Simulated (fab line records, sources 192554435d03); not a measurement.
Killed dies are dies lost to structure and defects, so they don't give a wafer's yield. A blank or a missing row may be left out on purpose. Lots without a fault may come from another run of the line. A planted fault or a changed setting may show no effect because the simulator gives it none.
Split-lot experiment | flow n5_finfet | 7 lots, 21 wafers read, on a route of 1938 steps

THE SPLIT
At N5_BEOL_M8_EXPOSE_25 (exposes mask V7, target cd 40 nm), the setting dose_mj was moved away from the recipe's 42.5 on 7 of the 21 wafers read, by -6.4% to +7.5%. The other wafers ran this setting at the recipe's value.

FROM THE SPLIT TO THE READING: what the file shows between them, 2 steps
- N5_BEOL_M8_PEB_26: peb time 60 s
- N5_BEOL_M8_DEVELOP_27: develop time 30 s

THE READING
cd_nm, in nm, at N5_BEOL_M8_CD_MEAS_28 (target cd 40 nm). Fault-free wafers of this fab line usually give 39.93 nm, standard deviation 0.24 nm.

wafer  | tool, chamber at the split | dose_mj as run | against the recipe | cd_nm, nm | against lot-mates on the recipe
L078.1 | euv_scanner-01, 0          | 42.5           | recipe             | 40.12     | -
L078.2 | euv_scanner-01, 0          | 45.67          | +7.5%              | 41.78     | +1.75
L078.4 | euv_scanner-01, 0          | 42.5           | recipe             | 39.94     | -
L077.1 | euv_scanner-01, 0          | 42.5           | recipe             | 39.58     | -
L077.3 | euv_scanner-01, 0          | 42.5           | recipe             | 39.97     | -
L077.4 | euv_scanner-01, 0          | 39.8           | -6.4%              | 38.09     | -1.68
L079.1 | euv_scanner-01, 0          | 45.61          | +7.3%              | 41.14     | +1.27
L079.2 | euv_scanner-01, 0          | 45.61          | +7.3%              | 41.10     | +1.23
L079.6 | euv_scanner-01, 0          | 42.5           | recipe             | 39.87     | -
L082.2 | euv_scanner-02, 0          | 42.5           | recipe             | 39.84     | -
L082.4 | euv_scanner-02, 0          | 42.5           | recipe             | 39.67     | -
L082.5 | euv_scanner-02, 0          | 42.5           | recipe             | 39.57     | -
L083.1 | euv_scanner-02, 0          | 43.41          | +2.1%              | 40.42     | +0.38
L083.2 | euv_scanner-02, 0          | 42.5           | recipe             | 39.80     | -
L083.6 | euv_scanner-02, 0          | 42.5           | recipe             | 40.28     | -
L087.1 | euv_scanner-01, 0          | 42.5           | recipe             | 39.92     | -
L087.2 | euv_scanner-01, 0          | 42.5           | recipe             | 40.09     | -
L087.4 | euv_scanner-01, 0          | 41.24          | -3.0%              | 38.88     | -1.12
L089.1 | euv_scanner-01, 0          | 42.5           | recipe             | 40.17     | -
L089.2 | euv_scanner-01, 0          | 42.5           | recipe             | 39.93     | -
L089.4 | euv_scanner-01, 0          | 45.47          | +7.0%              | 41.59     | +1.54

THE FIT
A straight line over all 21 wafers: cd_nm changes by +0.228 nm for each +1% of dose_mj; r = +0.95; the points scatter about the line by 0.25 nm.
The same after taking each lot's own level away (the mean of its wafers on the recipe; 21 wafers): +0.22 nm for each +1%; r = +0.97; scatter 0.2 nm.
On that fit, the largest move of dose_mj shifts the reading by 1.6 nm.
The lots' own levels span 39.693 to 40.050 nm, that is 1.5 times the standard deviation above.
So the lot-to-lot level changes the slope little: the two slopes agree.
Check: with one of the wafers moved furthest among these (+7.5%) left out of the fit, the line predicts +1.53 nm for it against its lot-mates. It came out at +1.75 nm against them.

THE WHOLE CHAIN: every reading that the file lists as answering this split, in the file's order
step                  | what it does                                                | reading                                                        | change (the file's fit)               | r (the file's)
N5_BEOL_M8_CD_MEAS_28 | target cd 40 nm                                             | cd_nm                                                          | +0.226 nm for each +1% of the setting | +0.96
N5_BEOL_M8_DESCUM_33  | chemistry O2, time 7 s                                      | BEOL_M8.cd_nm (the simulator's own value, which no gauge read) | +0.232 nm for each +1% of the setting | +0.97
N5_BEOL_M8_ETCH_72    | etches underlayer in N2/H2, target depth 6.5 nm, time 5.2 s | BEOL_M8.cd_nm (the simulator's own value, which no gauge read) | +0.236 nm for each +1% of the setting | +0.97

THE FILE'S OWN FIT
cd_nm changes by +0.226 nm for each +1% of dose_mj, r = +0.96.
